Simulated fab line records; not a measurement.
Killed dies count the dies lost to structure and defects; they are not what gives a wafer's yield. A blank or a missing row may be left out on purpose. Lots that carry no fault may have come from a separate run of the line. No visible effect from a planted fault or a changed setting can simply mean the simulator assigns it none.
Matching of chambers || flow n5Finfet || 3 sister chambers for N5_BEOL_M8_CURE_74 on uvCure-02
The step cures SiCOH lowk, time 240 s. 3 wafers are shown with their chamber, then 10 later ones without.

WAFERS PAIRED WITH THEIR CHAMBERS
{"wafer": "L082.3", "chamber": 0, "lampPowerPct (%)": 52.29}
{"wafer": "L084.6", "chamber": 1, "lampPowerPct (%)": 52.35}
{"wafer": "L090.5", "chamber": 2, "lampPowerPct (%)": 52.24}

WAFERS MISSING THEIR CHAMBER
{"wafer": "L090.6", "lampPowerPct (%)": 52.38}
{"wafer": "L089.1", "lampPowerPct (%)": 52.32}
{"wafer": "L089.5", "lampPowerPct (%)": 52.37}
{"wafer": "L089.6", "lampPowerPct (%)": 52.27}
{"wafer": "L089.2", "lampPowerPct (%)": 52.37}
{"wafer": "L089.3", "lampPowerPct (%)": 52.33}
{"wafer": "L089.4", "lampPowerPct (%)": 52.47}
{"wafer": "L092.1", "lampPowerPct (%)": 52.34}
{"wafer": "L092.3", "lampPowerPct (%)": 52.33}
{"wafer": "L092.4", "lampPowerPct (%)": 52.25}

CHAMBER TAKEN BY EACH
{"wafer": "L090.6", "from the rows above": "can't be placed: 1 or 0", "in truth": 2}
{"wafer": "L089.1", "from the rows above": "can't be placed: 0 or 1 or 2", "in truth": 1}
{"wafer": "L089.5", "from the rows above": "can't be placed: 1 or 0", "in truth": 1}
{"wafer": "L089.6", "from the rows above": "can't be placed: 0 or 2 or 1", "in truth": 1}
{"wafer": "L089.2", "from the rows above": "can't be placed: 1 or 0", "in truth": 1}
{"wafer": "L089.3", "from the rows above": "can't be placed: 1 or 0 or 2", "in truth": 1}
{"wafer": "L089.4", "from the rows above": "can't be placed: 1 or 0", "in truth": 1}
{"wafer": "L092.1", "from the rows above": "can't be placed: 1 or 0", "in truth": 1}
{"wafer": "L092.3", "from the rows above": "can't be placed: 1 or 0 or 2", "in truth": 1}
{"wafer": "L092.4", "from the rows above": "can't be placed: 2 or 0", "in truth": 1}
Correct placement for 0 of the 10. Unplaceable from these rows: 10, with the true chamber sitting among the candidates in 8. Wrongly placed: 0.
How it was worked out, from the rows above alone: a wafer's distance from a chamber is the root of the sum, over the readings, of the square of ((its reading less the chamber's mean) divided by the reading's scatter). If the next closest chamber is less than 2 further off than the closest, the wafer can't be placed; otherwise it belongs to the closest. A chamber's mean is the mean of its shown wafers. The scatter: root of mean squared gap, hidden wafer to nearest shown wafer, with one shown wafer a chamber.
